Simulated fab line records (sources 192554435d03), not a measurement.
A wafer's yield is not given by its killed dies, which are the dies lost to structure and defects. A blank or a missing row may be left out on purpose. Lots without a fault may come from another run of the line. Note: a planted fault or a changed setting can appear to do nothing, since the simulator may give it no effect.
Which of the tools did it? ; flow n5 finfet ; Sampling: 24 lots, 72 wafers, 6 of 1938 route steps

WHAT THE GAUGES READ, wafer by wafer
N5_DUMMY_GATE_CD_MEAS_50: target cd 14 nm. Usual: cd nm 14.07 nm, standard deviation 0.28.
lot;measured;on;cd nm (nm);flag
L074;day 2 23:33;cd sem-01;14.13 14.62 14.18;
L075;day 3 08:18;cd sem-02;14.08 13.55 14.19;
L076;day 3 11:03;cd sem-02;13.73 14.28 14.04;
L077;day 3 19:24;cd sem-01;14.12 14.13 14.58;
L078;day 4 00:19;cd sem-03;13.78 14.05 14.16;
L079;day 4 03:52;cd sem-02;13.75 14.21 13.96;
L080;day 4 09:41;cd sem-02;14.52 13.80 13.79;
L081;day 4 17:05;cd sem-02;13.71 14.38 14.17;
L082;day 4 21:47;cd sem-02;13.78 13.99 14.23;
L083;day 5 04:07;cd sem-01;14.15 13.94 14.07;
L084;day 5 09:56;cd sem-02;13.78 13.68 13.69;
L085;day 5 21:30;cd sem-02;14.23 14.52 14.11;
L086;day 6 01:40;cd sem-02;14.35 14.26 14.14;
L087;day 6 07:07;cd sem-02;14.10 14.11 13.74;
L088;day 6 10:11;cd sem-03;13.49 13.94 14.60;
L089;day 7 00:36;cd sem-02;13.91 14.39 13.90;
L090;day 7 03:47;cd sem-03;13.74 13.92 13.96;
L091;day 7 17:29;cd sem-01;14.09 13.76 14.13;
L092;day 7 18:38;cd sem-02;13.69 13.76 14.14;
L093;day 8 07:37;cd sem-02;14.24 13.89 14.03;
L094;day 8 18:59;cd sem-01;13.85 14.32 14.36;
L095;day 8 15:50;cd sem-01;14.17 14.51 14.62;
L096;day 8 19:49;cd sem-02;14.04 14.21 14.25;
L097;day 8 19:28;cd sem-02;14.21 13.89 14.62;

N5_DUMMY_GATE_INSPECT_27: inspects for defects (brightfield). Usual: raw defect count 293, standard deviation 79.
lot;measured;on;raw defect count;flag
L074;day 3 00:28;defect inspect-01;329 253 315;
L075;day 3 09:13;defect inspect-02;458 250 165;
L076;day 3 11:50;defect inspect-01;295 428 293;
L077;day 3 20:19;defect inspect-02;130 165 217;
L078;day 4 01:06;defect inspect-01;263 396 298;
L079;day 4 04:38;defect inspect-01;353 239 369;
L080;day 4 10:32;defect inspect-02;292 287 319;
L081;day 4 17:52;defect inspect-01;213 263 259;
L082;day 4 22:34;defect inspect-02;181 245 167;
L083;day 5 04:55;defect inspect-01;398 403 323;
L084;day 5 10:57;defect inspect-02;323 379 350;
L085;day 5 22:16;defect inspect-02;236 185 218;
L086;day 6 02:32;defect inspect-02;177 301 223;
L087;day 6 07:53;defect inspect-01;155 161 262;
L088;day 6 10:58;defect inspect-02;363 271 321;
L089;day 7 01:27;defect inspect-02;339 353 259;
L090;day 7 04:34;defect inspect-01;396 296 252;
L091;day 7 18:16;defect inspect-02;298 178 163;
L092;day 7 19:26;defect inspect-01;190 396 149;
L093;day 8 08:23;defect inspect-01;417 329 280;
L094;day 8 19:48;defect inspect-01;353 385 340;
L095;day 8 16:39;defect inspect-01;402 276 280;
L096;day 8 21:05;defect inspect-01;383 318 347;
L097;day 8 20:23;defect inspect-02;326 553 312;

N5_SPACER0_INSPECT_04: inspects for defects (darkfield). Usual: raw defect count 132, standard deviation 32.
lot;measured;on;raw defect count;flag
L074;day 3 01:04;defect inspect-01;145 125 125;
L075;day 3 10:10;defect inspect-02;203 122 101;
L076;day 3 12:28;defect inspect-02;131 150 135;
L077;day 3 22:07;defect inspect-01;80 110 114;
L078;day 4 01:47;defect inspect-01;109 181 128;
L079;day 4 05:16;defect inspect-01;131 106 146;
L080;day 4 11:08;defect inspect-01;129 142 158;
L081;day 4 18:40;defect inspect-02;79 88 88;
L082;day 5 00:23;defect inspect-01;95 121 90;
L083;day 5 05:31;defect inspect-01;175 185 119;
L084;day 5 11:54;defect inspect-01;154 156 160;
L085;day 5 23:14;defect inspect-02;85 93 93;
L086;day 6 05:34;defect inspect-01;81 168 105;
L087;day 6 08:44;defect inspect-01;73 73 108;
L088;day 6 11:34;defect inspect-01;163 134 143;
L089;day 7 02:03;defect inspect-02;148 138 136;
L090;day 7 05:38;defect inspect-01;137 145 139;
L091;day 7 18:52;defect inspect-01;126 77 95;
L092;day 7 20:02;defect inspect-01;117 189 96;
L093;day 8 08:59;defect inspect-01;176 170 120;
L094;day 8 20:38;defect inspect-01;146 172 127;
L095;day 8 17:48;defect inspect-01;188 138 124;
L096;day 8 23:13;defect inspect-01;150 139 143;
L097;day 8 21:10;defect inspect-01;159 240 173;

EACH LOT AND THE TOOL THAT RAN IT (in order: tool; ch and the chambers of the sampled wafers; start)
lot;N5_FIN_CUT_CUT_ETCH_27;N5_STI_FIN_REVEAL_ALD_14;N5_DUMMY_GATE_ETCH_29
L074;rie diel-03 ch 0,2,3, day 2 04:08;ald sin-03 ch 0,1, day 2 04:55;rie diel-06 ch 0,1,2, day 2 23:14
L075;rie diel-06 ch 1,3, day 2 10:19;ald sin-03 ch 0,1,2, day 2 10:51;rie diel-03 ch 0,1, day 3 07:59
L076;rie diel-06 ch 1,3, day 2 14:32;ald sin-03 ch 0,1,2, day 2 15:18;rie diel-03 ch 0,2,3, day 3 10:44
L077;rie diel-03 ch 1,2, day 2 22:43;ald sin-01 ch 1,2,3, day 2 23:27;rie diel-06 ch 0,1,2, day 3 18:59
L078;rie diel-06 ch 0,1,2, day 3 05:45;ald sin-01 ch 0,1,2, day 3 06:16;rie diel-06 ch 0,1,3, day 3 23:47
L079;rie diel-06 ch 0,1,3, day 3 08:56;ald sin-01 ch 0,2,3, day 3 09:35;rie diel-01 ch 1,2,3, day 4 03:33
L080;rie diel-01 ch 1,3, day 3 15:12;ald sin-03 ch 1,2,3, day 3 15:43;rie diel-03 ch 0,2,3, day 4 09:22
L081;rie diel-03 ch 0,3, day 3 21:39;ald sin-03 ch 0,1,3, day 3 22:34;rie diel-06 ch 0,2,3, day 4 16:47
L082;rie diel-06 ch 0,2,3, day 4 03:24;ald sin-03 ch 0,1,2, day 4 03:55;rie diel-01 ch 1,2, day 4 21:28
L083;rie diel-03 ch 2,3, day 4 09:59;ald sin-02 ch 2,3, day 4 10:32;rie diel-06 ch 2,3, day 5 03:48
L084;rie diel-01 ch 1,2,3, day 4 15:10;ald sin-02 ch 0,2,3, day 4 15:41;rie diel-01 ch 0,2,3, day 5 09:37
L085;rie diel-01 ch 0,2,3, day 5 01:34;ald sin-02 ch 0,3, day 5 03:53;rie diel-03 ch 0,1,2, day 5 21:11
L086;rie diel-06 ch 0,3, day 5 06:57;ald sin-02 ch 2,3, day 5 07:28;rie diel-03 ch 1,2, day 6 01:20
L087;rie diel-06 ch 1,2, day 5 10:10;ald sin-01 ch 0,1, day 5 10:59;rie diel-03 ch 0,1,3, day 6 06:46
L088;rie diel-03 ch 1,2,3, day 5 15:13;ald sin-03 ch 2,3, day 5 15:44;rie diel-06 ch 0,1,2, day 6 09:52
L089;rie diel-06 ch 0,1,3, day 5 21:29;ald sin-03 ch 0,1,3, day 5 22:03;rie diel-06 ch 1,2,3, day 7 00:08
L090;rie diel-01 ch 0,1,3, day 6 09:02;ald sin-03 ch 0,1,3, day 6 10:08;rie diel-01 ch 0,1,2, day 7 03:28
L091;rie diel-03 ch 1,2,3, day 6 23:21;ald sin-03 ch 0,1,3, day 6 23:52;rie diel-01 ch 0,1,2, day 7 17:10
L092;rie diel-03 ch 0,1,2, day 7 00:11;ald sin-02 ch 0,2,3, day 7 00:46;rie diel-03 ch 0,1,2, day 7 18:20
L093;rie diel-03 ch 2,3, day 7 11:14;ald sin-02 ch 2,3, day 7 12:01;rie diel-06 ch 0,1, day 8 07:17
L094;rie diel-06 ch 0,2,3, day 7 19:08;ald sin-01 ch 0,3, day 7 19:41;rie diel-06 ch 0,1, day 8 18:38
L095;rie diel-01 ch 0,2, day 7 20:48;ald sin-01 ch 0,1,2, day 7 21:19;rie diel-06 ch 1,2, day 8 15:32
L096;rie diel-03 ch 0,1,3, day 7 21:01;ald sin-03 ch 1,3, day 7 21:37;rie diel-03 ch 2,3, day 8 19:26
L097;rie diel-03 ch 0,2,3, day 8 00:10;ald sin-03 ch 1,2,3, day 8 00:41;rie diel-01 ch 0,2, day 8 19:08
- N5_FIN_CUT_CUT_ETCH_27: etches SiO2 in CHF3/O2, target depth 4 nm, overetch 2 nm, time 4.9 s.
- N5_STI_FIN_REVEAL_ALD_14: deposits Si3N4, target thk 3 nm.
- N5_DUMMY_GATE_ETCH_29: etches underlayer in N2/H2, target depth 13 nm.

WHAT THE TOOLS THEMSELVES READ (means of the sampled wafers that have a number; where no wafer has one, the mark that the record gives instead)
N5_FIN_CUT_CUT_ETCH_27. Usual: CHF3_flow_sccm 49.99 sccm, standard deviation 0.15; bias w 170.1 W, standard deviation 0.47; drypump motor current A 5.8 A, standard deviation 0.57; oes product au 0.62 a.u., standard deviation 0.058; rf vpp V 525 V, standard deviation 5.2; showerhead plenum p Torr 2.42 Torr, standard deviation 0.074; throttle valve pct 18.93 %, standard deviation 0.22.
lot;tool;CHF3_flow_sccm (sccm);bias w (W);drypump motor current A (A);oes product au (a.u.);rf vpp V (V);showerhead plenum p Torr (Torr);throttle valve pct (%);flag
L074;rie diel-03;49.91;169.7;5.3;0.59;529;2.47;19.03;
L075;rie diel-06;49.88;170.2;5.2;0.62;524;2.47;18.91;
L076;rie diel-06;50.06;169.8;5.2;0.61;524;2.47;18.91;
L077;rie diel-03;50.08;170.1;5.4;0.62;529;2.46;18.72;
L078;rie diel-06;50.13;170.0;6.0;0.59;523;2.44;18.98;
L079;rie diel-06;50.00;170.1;5.6;0.61;526;2.47;19.01;
L080;rie diel-01;50.06;169.7;6.2;0.60;525;2.40;18.88;
L081;rie diel-03;49.94;170.3;5.5;0.65;524;2.43;18.95;
L082;rie diel-06;50.02;170.1;6.0;0.63;524;2.43;19.00;
L083;rie diel-03;50.07;170.3;5.1;0.67;532;2.51;18.86;
L084;rie diel-01;50.03;170.1;6.2;0.57;521;2.36;19.10;
L085;rie diel-01;50.06;170.0;6.3;0.58;523;2.33;19.23;
L086;rie diel-06;50.02;169.8;6.0;0.61;528;2.48;19.09;
L087;rie diel-06;50.09;170.4;6.0;0.60;520;2.38;18.91;
L088;rie diel-03;49.93;170.3;5.5;0.65;526;2.43;18.70;
L089;rie diel-06;50.04;169.7;5.6;0.61;527;2.47;19.03;
L090;rie diel-01;49.95;170.2;6.3;0.60;524;2.38;19.04;
L091;rie diel-03;49.89;170.1;5.5;0.65;526;2.43;18.71;
L092;rie diel-03;50.01;170.3;5.6;0.60;524;2.41;18.81;
L093;rie diel-03;49.91;170.4;5.1;0.65;532;2.50;18.88;
L094;rie diel-06;49.82;170.5;6.0;0.61;525;2.42;19.03;
L095;rie diel-01;49.90;170.4;6.5;0.67;528;2.41;19.09;
L096;rie diel-03;50.12;169.7;5.6;0.63;523;2.39;18.76;
L097;rie diel-03;49.86;170.2;5.3;0.63;528;2.46;18.93;

N5_STI_FIN_REVEAL_ALD_14. Usual: heater power w 856 W, standard deviation 100.
lot;tool;heater power w (W);flag
L074;ald sin-03;843;
L075;ald sin-03;905;
L076;ald sin-03;914;
L077;ald sin-01;799;
L078;ald sin-01;834;
L079;ald sin-01;869;
L080;ald sin-03;942;
L081;ald sin-03;847;
L082;ald sin-03;912;
L083;ald sin-02;718;
L084;ald sin-02;735;
L085;ald sin-02;773;
L086;ald sin-02;728;
L087;ald sin-01;840;
L088;ald sin-03;936;
L089;ald sin-03;846;
L090;ald sin-03;856;
L091;ald sin-03;861;
L092;ald sin-02;726;
L093;ald sin-02;727;
L094;ald sin-01;881;
L095;ald sin-01;833;
L096;ald sin-03;897;
L097;ald sin-03;936;

N5_DUMMY_GATE_ETCH_29. Usual: bias w 150.0 W, standard deviation 0.47; drypump motor current A 5.8 A, standard deviation 0.56; oes product au 0.79 a.u., standard deviation 0.086; rf vpp V 524.2 V, standard deviation 2.3; showerhead plenum p Torr 2.55 Torr, standard deviation 0.081; throttle valve pct 18.02 %, standard deviation 0.18.
lot;tool;bias w (W);drypump motor current A (A);oes product au (a.u.);rf vpp V (V);showerhead plenum p Torr (Torr);throttle valve pct (%);flag
L074;rie diel-06;150.3;6.0;0.75;525.1;2.57;18.04;
L075;rie diel-03;149.4;5.7;0.75;522.9;2.50;17.90;
L076;rie diel-03;150.1;5.3;0.84;525.8;2.60;17.92;
L077;rie diel-06;149.6;6.0;0.75;524.6;2.57;18.04;
L078;rie diel-06;150.0;5.6;0.77;525.6;2.62;18.11;
L079;rie diel-01;150.4;6.2;0.73;522.1;2.49;18.18;
L080;rie diel-03;149.8;5.3;0.82;525.0;2.60;17.92;
L081;rie diel-06;150.4;6.0;0.80;524.3;2.56;18.08;
L082;rie diel-01;150.0;6.4;0.73;521.4;2.45;18.27;
L083;rie diel-06;149.5;5.6;0.85;523.9;2.54;18.06;
L084;rie diel-01;150.3;6.3;0.74;522.0;2.46;18.30;
L085;rie diel-03;149.9;5.6;0.76;524.3;2.54;17.86;
L086;rie diel-03;150.1;5.4;0.77;524.6;2.59;17.80;
L087;rie diel-03;149.4;5.7;0.81;524.2;2.52;17.86;
L088;rie diel-06;149.8;6.0;0.74;523.9;2.56;18.08;
L089;rie diel-06;149.6;5.6;0.78;524.3;2.55;18.02;
L090;rie diel-01;149.9;6.4;0.86;525.2;2.58;18.04;
L091;rie diel-01;150.4;6.4;0.84;524.9;2.58;18.04;
L092;rie diel-03;149.8;5.5;0.75;523.7;2.54;17.87;
L093;rie diel-06;150.4;5.6;0.69;526.2;2.61;18.12;
L094;rie diel-06;150.6;5.6;0.68;525.8;2.61;18.11;
L095;rie diel-06;149.7;5.6;0.71;524.5;2.55;18.02;
L096;rie diel-03;149.9;5.1;0.81;525.7;2.63;17.92;
L097;rie diel-01;149.9;6.5;0.84;524.1;2.54;18.15;

THE ANSWER, worked out from the rows above alone
Rule: a lot is off if the mean of its wafers that have a number lies more than 3 standard deviations from the usual mean. A lot without any number at a reading at which 4 lots or more have one is off too. Where the step has rows for the other lots, those lots are counted as sound. The gauges are gone through in route order, then the tools' own readings, and for those a lot's mean is taken as printed above. At the first step where some lot is off, the reading lying furthest off is the one used; lots without a number count as furthest.
Nothing can be told from this: no lot is off at any reading shown.

WHAT THE SIMULATOR HAD PUT IN
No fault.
